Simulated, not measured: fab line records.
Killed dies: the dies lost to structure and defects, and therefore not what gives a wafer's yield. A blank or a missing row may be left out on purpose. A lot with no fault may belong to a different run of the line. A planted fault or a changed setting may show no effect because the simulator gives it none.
fab line records	flow nand-harc
[record] lots = 6	wafers = 18	last-day = 33
route steps=1302 shown A_BLC@1133 A_M0@1137 END@1302
lots that met no fault: taken from a fault-free run of the same line
start-h: hours from the record's first day to the start of the lot's first wafer shown	wait-h: time in hours since the lot's previous step	" repeats the value in the row above	L1.1+2: a row that stands for several wafers	- either no value or no given start	* or withheld: withheld	< > ~ a bound
route shown NAME@n: a module of which the file shows steps, and the number in the route of the first	usual: mean/standard deviation taken from wafers without a fault	same: alike in all rows	chamber/n: place in a boat	sites: per-site readings	_std_site: their standard deviation	_edge_site: inner sites' mean taken away from outer sites' mean	radius-mm: how far each site lies from the wafer's centre	mask NAME#n: copy n	behind: the tool/chamber that last shaped the wafer	hold: why the lot was held/for how many hours/how that ended	device: whichever transistor did not switch (one of n, p or np)	end of line: tests of these same wafers at the route's end	a step with no rows: only its recipe	killed: not the wafer's yield, but the dies lost to structure and defects at the first sort	map: per-die view of a wafer (x killed, . not killed, _ where there is no die)
set.NAME: the setting as run; set.NAME@STEP: as run at that earlier step	model.NAME: the simulator's own value behind a step, which no gauge read
lots seen at some steps along the route; tables by step, rows by wafer
services: when a tool's chamber went out of use (start-h, in hours from the record's first day, below 0 if earlier), for how many hours, and the reason
[[steps]]
[step NHARC_A_BLC_CMP_25]
[recipe] t-overpolish-s = 30	target-thk-nm = 150
[usual] motor-current-A = 12.2/1.3	overpolish-run-s = 30.000/0.0094	time-to-endpoint-s = 30.3/2.4
lot.wafer	tool	chamber	start-h	wait-h	motor-current-A	overpolish-run-s	time-to-endpoint-s
L946.4	cmp-03	0	531.45	0.3	13.9	29.983	31.6
L946.3	"	3	"	"	13.6	30.006	29.5
L946.5	"	0	"	"	13.9	30.007	31.2
L950.1	cmp-01	0	563.81	0.8	13.4	29.989	27.1
L950.4	"	2	"	"	12.2	30.009	31.2
L950.5	"	1	"	"	13.1	30.011	28.8
L955.4	cmp-03	3	619.31	0.3	13.4	30.021	31.8
L955.3	"	0	"	"	13.7	29.993	33.0
L955.6	"	2	"	"	11.2	29.989	31.2
L963.4	cmp-02	0	700.46	0.2	13.3	30.000	31.2
L963.1	"	1	"	"	12.8	29.980	27.8
L963.5	"	1	"	"	12.3	29.996	26.2
L965.4	cmp-02	0	704.27	0.2	13.2	30.014	28.8
L965.1	"	2	"	"	13.1	29.991	25.9
L965.6	"	1	"	"	12.1	29.982	23.0
L968.2	cmp-01	2	744.45	0.5	12.3	29.982	29.6
L968.6	"	0	"	"	13.1	30.005	26.3
L968.5	"	1	"	"	12.4	30.010	28.9
[step NHARC_A_BLC_SRD_27]
[step NHARC_A_BLC_INSPECT_28]
[usual] raw-defect-count = 492/140
lot.wafer	tool	chamber	start-h	wait-h	raw-defect-count
L946.3	defect-inspect-02	-	531.85	0.1	438
L946.4	"	-	"	"	581
L946.5	"	-	"	"	596
L950.1	defect-inspect-02	-	564.21	0.1	372
L950.4	"	-	"	"	402
L950.5	"	-	"	"	400
L955.3	defect-inspect-01	-	619.69	0.1	485
L955.4	"	-	"	"	362
L955.6	"	-	"	"	477
L963.1	defect-inspect-01	-	700.87	0.1	528
L963.4	"	-	"	"	547
L963.5	"	-	"	"	578
L965.1	defect-inspect-01	-	704.67	0.1	463
L965.4	"	-	"	"	511
L965.6	"	-	"	"	716
L968.2	defect-inspect-02	-	744.80	0.1	681
L968.5	"	-	"	"	584
L968.6	"	-	"	"	548
[step NHARC_A_M0_DEP_00]
[recipe] target-thk-a = 1500	target-thk-nm = 150	temp-c = withheld	pressure-torr = 5	flow-sccm = 200	rf-w = 600	material = SiOC
[step NHARC_A_M0_DEHYDRATE_01]
[recipe] temp-c = 150	time-s = 120
[step NHARC_A_M0_HMDS_02]
[recipe] time-s = 30
[step NHARC_A_M0_COAT_33]
[recipe] temp-c = 200	time-s = 65
[step NHARC_A_M0_COAT_03]
[recipe] spin-rpm = 1500	resist-thk-nm = 90
[step NHARC_A_M0_SOFTBAKE_04]
[recipe] temp-c = 105	time-s = 55
[step NHARC_A_M0_EBR_05]
[step NHARC_A_M0_EXPOSE_06]
[recipe] na = 1.35	target-cd-nm = 80	dose-mj = 83.25	mask-id = A_M0
[step NHARC_A_M0_PEB_07]
[recipe] peb-temp-c = 100	peb-time-s = 65
lot.wafer	tool	chamber	start-h	wait-h
L946.3+4+5	litho-track-01	0	532.68	0.0
L950.1+4+5	litho-track-06	0	565.03	0.1
L955.3+4+6	litho-track-04	0	620.39	0.0
L963.1+4+5	litho-track-04	0	701.68	0.1
L965.1+4+6	litho-track-04	0	705.38	0.1
L968.2+5+6	litho-track-06	0	745.63	0.1
[step NHARC_A_M0_DEVELOP_08]
[recipe] develop-time-s = 35	dev-temp-c = 23
[step NHARC_A_M0_CD_MEAS_09]
[recipe] target-cd-nm = 80	landing-energy-ev = 500
[usual] cd-nm = 79.9/0.69
lot.wafer	tool	chamber	start-h	wait-h	cd-nm
L946.3	cd-sem-03	0	532.76	-	80.1
L946.4	"	0	"	"	80.5
L946.5	"	0	"	"	80.5
L950.1	cd-sem-02	0	565.11	-	78.3
L950.4	"	0	"	"	79.9
L950.5	"	0	"	"	80.0
L955.3	cd-sem-03	0	620.47	-	79.7
L955.4	"	0	"	"	79.0
L955.6	"	0	"	"	79.2
L963.1	cd-sem-02	0	701.76	-	84.0
L963.4	"	0	"	"	83.4
L963.5	"	0	"	"	82.7
L965.1	cd-sem-02	0	705.46	-	83.4
L965.4	"	0	"	"	83.4
L965.6	"	0	"	"	82.4
L968.2	cd-sem-02	0	745.71	-	79.5
L968.5	"	0	"	"	81.1
L968.6	"	0	"	"	78.8
[step NHARC_A_M0_OVL_MEAS_10]
[recipe] pitch-nm = 160
[usual] overlay-x-nm = -0.1/0.93	overlay-y-nm = -0.1/1
lot.wafer	tool	chamber	start-h	wait-h	overlay-x-nm	overlay-y-nm
L946.3	overlay-01	-	532.84	-	-0.7	0.1
L946.4	"	-	"	"	-0.5	0.9
L946.5	"	-	"	"	-0.4	0.4
L950.1	overlay-02	-	565.20	-	1.5	-1.8
L950.4	"	-	"	"	1.0	-0.9
L950.5	"	-	"	"	0.8	-1.6
L955.3	overlay-02	-	620.56	-	-1.7	1.6
L955.4	"	-	"	"	-1.5	1.4
L955.6	"	-	"	"	-1.4	1.3
L963.1	overlay-01	-	701.85	-	0.7	-1.3
L963.4	"	-	"	"	1.3	-0.4
L963.5	"	-	"	"	0.8	-0.3
L965.1	overlay-02	-	705.54	-	1.1	1.9
L965.4	"	-	"	"	0.6	2.1
L965.6	"	-	"	"	0.5	1.4
L968.2	overlay-01	-	745.80	-	0.5	-0.9
L968.5	"	-	"	"	0.0	-0.6
L968.6	"	-	"	"	0.3	-1.1
[step NHARC_A_M0_INSPECT_11]
[usual] raw-defect-count = 81/37
lot.wafer	tool	chamber	start-h	wait-h	raw-defect-count
L946.3	defect-inspect-01	-	532.88	0.0	123
L946.4	"	-	"	"	103
L946.5	"	-	"	"	123
L950.1	defect-inspect-01	-	565.23	0.0	63
L950.4	"	-	"	"	75
L950.5	"	-	"	"	63
L955.3	defect-inspect-01	-	620.59	0.0	33
L955.4	"	-	"	"	42
L955.6	"	-	"	"	34
L963.1	defect-inspect-02	-	701.89	0.0	119
L963.4	"	-	"	"	111
L963.5	"	-	"	"	94
L965.1	defect-inspect-01	-	705.58	0.0	32
L965.4	"	-	"	"	33
L965.6	"	-	"	"	34
L968.2	defect-inspect-02	-	745.84	0.0	121
L968.5	"	-	"	"	94
L968.6	"	-	"	"	107
[step NHARC_A_M0_DESCUM_14]
[recipe] time-s = 3	o2-flow-sccm = 200	ar-flow-sccm = 0	bias-power-w = 0	chemistry = O2
[usual] drypump-motor-current-A = 5.7/0.49	oes-product-au = 1.001/0.0086	rf-vpp-V = 57.8/0.95	showerhead-plenum-p-Torr = 1.91/0.078	throttle-valve-pct = 11.311/0.0083
lot.wafer	tool	chamber	start-h	wait-h	drypump-motor-current-A	oes-product-au	rf-hours-counter-h	rf-vpp-V	showerhead-plenum-p-Torr	throttle-valve-pct	model.A_M0.cd-nm
L946.4	rie-diel-09	2	532.95	0.1	6.4	1.014	0.6	57.6	2.00	11.312	80.02
L946.3	"	0	"	"	5.1	1.009	0.5	56.7	1.84	11.294	80.2
L946.5	"	2	"	"	6.4	1.009	-	59.0	2.00	11.301	80.49
L950.4	rie-diel-09	1	565.31	0.1	5.1	0.998	2.8	57.6	2.05	11.309	79.96
L950.1	"	2	"	"	6.4	1.005	1.0	58.7	2.00	11.313	78.52
L950.5	"	0	"	"	5.1	1.006	-	57.5	1.84	11.312	80.06
L955.4	rie-diel-01	2	620.66	0.1	5.4	0.980	2.6	58.0	1.89	11.314	78.41
L955.3	"	3	"	"	6.4	0.999	2.5	57.5	1.99	11.314	79.74
L955.6	"	2	"	"	5.3	0.993	-	56.6	1.89	11.295	79.11
L963.4	rie-diel-09	0	701.97	0.1	5.1	1.002	0.5	59.5	1.83	11.312	83.41
L963.1	"	1	"	"	5.1	1.006	0.5	58.5	2.04	11.319	84.09
L963.5	"	2	"	"	6.4	1.001	-	58.6	2.00	11.313	82.9
L965.1	rie-diel-01	0	705.65	0.1	5.5	1.013	7.2	56.3	1.80	11.322	83.09
L965.4	"	2	"	"	5.4	0.996	7.3	57.0	1.89	11.311	82.33
L965.6	"	0	"	"	5.5	1.010	-	57.4	1.80	11.305	82.33
L968.2	rie-diel-02	0	745.92	0.1	5.5	1.006	8.5	57.2	1.78	11.315	79.92
L968.6	"	1	"	"	5.7	0.989	-	57.7	1.88	11.319	78.82
L968.5	"	2	"	"	5.4	1.002	-	56.5	1.86	11.314	80.09
[step NHARC_A_M0_ETCH_34]
[recipe] target-depth-a = 400	overetch-a = 120	time-s = 43.94	ion-energy-ev = 200	n2-flow-sccm = 150	h2-flow-sccm = 150	ar-flow-sccm = 0	rf-w = 400	bias-w = 150	chemistry = N2/H2
[usual] drypump-motor-current-A = 5.7/0.49	n2-flow-sccm = 150.1/0.47	oes-product-au = 1.001/0.0084	rf-vpp-V = 430.4/2.3	showerhead-plenum-p-Torr = 2.03/0.088	throttle-valve-pct = 14.172/0.0085
lot.wafer	tool	chamber	start-h	wait-h	drypump-motor-current-A	n2-flow-sccm	oes-product-au	rf-hours-counter-h	rf-vpp-V	showerhead-plenum-p-Torr	throttle-valve-pct
L946.4	rie-diel-09	3	533.03	0.1	5.7	150.0	1.009	0.5	432.3	2.05	14.174
L946.3	"	1	"	"	5.1	150.8	1.008	0.6	435.0	2.19	14.172
L946.5	"	3	"	"	5.7	149.7	1.010	-	431.8	2.05	14.176
L950.1	rie-diel-09	1	565.38	0.1	5.1	150.2	1.003	2.8	433.4	2.19	14.177
L950.4	"	2	"	"	6.4	149.5	1.005	1.0	433.3	2.14	14.172
L950.5	"	1	"	"	5.1	149.9	0.991	-	434.4	2.19	14.181
L955.3	rie-diel-01	1	620.74	0.1	6.4	150.4	0.989	2.4	430.3	2.09	14.163
L955.4	"	3	"	"	6.4	150.8	0.998	2.5	433.0	2.12	14.168
L955.6	"	1	"	"	6.5	150.9	1.000	-	432.0	2.09	14.171
L963.1	rie-diel-09	1	702.04	0.1	5.1	150.0	1.001	0.5	433.8	2.18	14.174
L963.4	"	2	"	"	6.4	149.9	1.005	0.5	432.8	2.13	14.181
L963.5	"	1	"	"	5.1	150.7	1.001	-	434.0	2.18	14.165
L965.1	rie-diel-01	1	705.74	0.1	6.5	149.6	1.005	7.0	432.4	2.09	14.152
L965.4	"	2	"	"	5.4	149.4	0.994	7.3	429.2	2.02	14.164
L965.6	"	0	"	"	5.5	149.6	1.017	-	427.9	1.92	14.173
L968.2	rie-diel-02	0	745.98	0.1	5.5	150.4	1.010	8.5	425.6	1.90	14.173
L968.6	"	0	"	"	5.5	150.2	1.004	-	427.4	1.89	14.158
L968.5	"	1	"	"	5.7	150.2	0.997	-	429.6	2.00	14.188
[step NHARC_A_M0_ETCH_15]
[recipe] target-depth-a = 1500	overetch-a = 150	time-s = 82.5	c4f8-flow-sccm = withheld	ar-flow-sccm = 400	rf-w = 600	bias-w = 300	chemistry = C4F8/Ar
[usual] oes-product-au = 0.952/0.023	rf-vpp-V = 440.5/2.5
lot.wafer	tool	chamber	start-h	wait-h	oes-product-au	rf-hours-counter-h	rf-vpp-V	model.A_M0.cd-nm
L946.3	rie-diel-09	2	-	-	0.956	0.6	444.4	79.88
L946.4	"	3	"	"	0.945	0.5	441.6	79.45
L946.5	"	3	"	"	0.941	-	439.6	80.05
L950.1	rie-diel-09	2	-	-	0.945	1.1	443.8	78.19
L950.4	"	1	"	"	0.968	2.9	444.6	80.07
L950.5	"	2	"	"	0.943	-	444.7	79.85
L955.3	rie-diel-01	3	-	-	0.961	2.5	443.5	79.53
L955.4	"	0	"	"	0.954	2.2	437.5	78.32
L955.6	"	1	"	"	0.949	-	441.2	78.5
L963.1	rie-diel-09	3	-	-	0.970	0.4	440.9	84.24
L963.4	"	1	"	"	0.975	0.5	444.7	83.19
L963.5	"	3	"	"	0.972	-	439.9	83.04
L965.4	rie-diel-01	2	-	-	0.916	7.3	440.7	81.74
L965.1	"	0	"	"	0.937	7.2	436.3	82.78
L965.6	"	3	"	"	0.923	-	442.1	82.47
L968.2	rie-diel-02	2	-	-	0.937	8.6	438.7	79.53
L968.5	"	3	"	"	0.927	-	440.0	80.42
L968.6	"	0	"	"	0.932	-	438.0	78.38
[step NHARC_A_M0_CD_MEAS_16]
[usual] cd-nm = 79.8/0.8
lot.wafer	tool	chamber	start-h	wait-h	cd-nm
L946.3	cd-sem-01	-	533.25	-	79.9
L946.4	"	-	"	"	79.7
L946.5	"	-	"	"	79.8
L950.1	cd-sem-01	-	565.59	-	78.2
L950.4	"	-	"	"	80.1
L950.5	"	-	"	"	79.9
L955.3	cd-sem-02	-	620.96	-	79.5
L955.4	"	-	"	"	78.6
L955.6	"	-	"	"	78.4
L963.1	cd-sem-03	-	702.26	-	84.7
L963.4	"	-	"	"	83.0
L963.5	"	-	"	"	83.1
L965.1	cd-sem-03	-	705.94	-	82.3
L965.4	"	-	"	"	81.8
L965.6	"	-	"	"	82.4
L968.2	cd-sem-03	-	746.20	-	79.6
L968.5	"	-	"	"	79.9
L968.6	"	-	"	"	78.2
[step NHARC_END_SORT_01]
[recipe] temp-c = 25
[usual] defect-limited-yield = 91.1/2.9	killed-at-array = 55/20	killed-at-other = 0.7/0.96	killed-at-periphery = 4.1/2.4	killed-dies = 60/20	killed-open = 3.3/1.9	killed-short = 2.8/1.6
[same] gross-dies = 677
lot.wafer	tool	chamber	start-h	wait-h	defect-limited-yield[%]	killed-at-array	killed-at-other	killed-at-periphery	killed-dies	killed-open	killed-short
L955.3	prober-01	0	663.90	3.1	95.0	28	0	6	34	3	3
L955.4	prober-01	0	664.69	3.4	93.4	38	0	7	45	5	3
L955.6	prober-01	0	666.28	4.0	93.1	42	0	5	47	5	9
L965.1	prober-02	0	744.27	2.5	94.7	28	1	7	36	3	3
L965.4	prober-02	0	746.66	3.4	94.4	37	0	1	38	5	3
L965.6	prober-02	0	748.26	4.0	94.4	33	0	5	38	4	3
// killed by level:class
L955.3 A_CHANNEL_HOLE_D2:chamber-film-flake=10 A_CHANNEL_HOLE_D1:chamber-film-flake=5 P_M2:chamber-film-flake=3 A_CHANNEL_FILL_D1:chamber-film-flake=2 A_CHANNEL_FILL_D2:chamber-film-flake=2 A_STAIRCASE:chamber-film-flake=2 A_CONTACT:chamber-film-flake=2 P_CONTACT:geometric-particle:short=1
L955.4 A_CHANNEL_HOLE_D2:chamber-film-flake=15 A_CONTACT:chamber-film-flake=5 A_STAIRCASE:chamber-film-flake=5 A_CHANNEL_HOLE_D1:chamber-film-flake=4 P_M2:chamber-film-flake=3 A_CHANNEL_FILL_D2:geometric-particle:open=2 P_STI:chamber-film-flake=2 P_M0:geometric-particle:short=1
L955.6 A_CHANNEL_HOLE_D2:chamber-film-flake=14 A_CHANNEL_HOLE_D1:chamber-film-flake=9 A_STAIRCASE:chamber-film-flake=3 A_CONTACT:chamber-film-flake=3 P_M1:geometric-particle:short=2 A_CHANNEL_FILL_D1:geometric-particle:short=2 A_CHANNEL_FILL_D2:geometric-particle:open=2 A_WL_FILL:geometric-particle:short=2
L965.1 A_CHANNEL_HOLE_D1:chamber-film-flake=12 A_SLIT:chamber-film-flake=7 P_GATE:chamber-film-flake=3 P_M0:geometric-particle:open=2 A_CONTACT:chamber-film-flake=2 A_CHANNEL_HOLE_D1:geometric-particle:short=1 A_CHANNEL_FILL_D2:geometric-particle:short=1 A_CONTACT:geometric-particle:open=1
L965.4 A_CHANNEL_HOLE_D1:chamber-film-flake=13 A_CONTACT:chamber-film-flake=6 A_WL_FILL:chamber-film-flake=4 A_M0:geometric-particle:open=3 A_STAIRCASE:chamber-film-flake=3 A_SLIT:chamber-film-flake=3 P_M0:geometric-particle:short=1 A_ONON_D1:geometric-particle:open=1
L965.6 A_CHANNEL_HOLE_D1:chamber-film-flake=9 A_CONTACT:chamber-film-flake=7 A_SLIT:chamber-film-flake=4 P_GATE:chamber-film-flake=3 A_ONON_D1:geometric-particle:open=2 A_WL_FILL:chamber-film-flake=2 P_GATE:geometric-particle:open=1 A_ONON_D1:geometric-particle:short=1
[[services]]
tool	chamber	start-h	hours	kind
rie-diel-02	1	510.46	5.9	repair
cmp-03	-	521.84	0.3	repair
rie-diel-02	3	525.57	4.5	repair
cmp-02	-	526.65	4.0	pm
litho-track-06	-	529.00	7.0	pm
rie-diel-09	2	534.82	25.0	repair
rie-diel-01	-	549.16	0.6	repair
litho-track-04	-	553.00	7.0	pm
rie-diel-01	2	554.53	4.5	repair
rie-diel-01	-	557.77	1.1	repair
cmp-01	-	558.34	4.3	repair
rie-diel-01	-	558.91	9.0	pm
rie-diel-02	-	570.82	9.0	pm
cmp-01	-	580.32	4.0	pm
rie-diel-09	2	591.37	5.3	repair
rie-diel-09	-	618.62	2.3	repair
rie-diel-09	1	621.20	2.4	repair
rie-diel-09	3	665.27	23.8	repair
rie-diel-09	0	670.93	4.0	repair
rie-diel-09	-	674.17	9.0	pm
rie-diel-01	1	676.37	4.0	repair
rie-diel-02	2	693.26	1.9	repair
litho-track-04	-	728.00	7.0	pm
rie-diel-01	-	735.91	9.0	pm
[[key]]
[first-sign] step = NHARC_A_M0_CD_MEAS_09	reading = cd-nm	direction = up	sigmas = 4.8	usual = 79.9	struck = 83.2	through = control-loop
[effect] step = NHARC_A_M0_CD_MEAS_16	reading = cd-nm	direction = up	sigmas = 3.9	usual = 79.8	struck = 82.9	through = control-loop
[model-effect] step = NHARC_A_M0_DESCUM_14	value = A_M0.cd-nm	without = 80.15	struck = 83.02
[model-effect] step = NHARC_A_M0_ETCH_15	value = A_M0.cd-nm	without = 80.03	struck = 82.91
met-at NHARC_A_M0_PEB_07
struck-wafers L963.1,L963.4,L963.5,L965.1,L965.4,L965.6
[loop-trim] step = NHARC_A_M0_EXPOSE_06	setting = dose	lots = L965
onset-between 620.39 701.68
also-fits NHARC_A_BLC_CMP_25:cmp-02
[fault] kind = process-parameter-drift	tool = litho-track-04	chamber = -	onset-h = 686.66	steps = NHARC_A_M0_PEB_07	channel = peb-time-s	offset = *	shape = step	end-h = 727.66	acts-in = *	stated = *
// loop-trim: a control loop set the setting to another value than it would have without faults
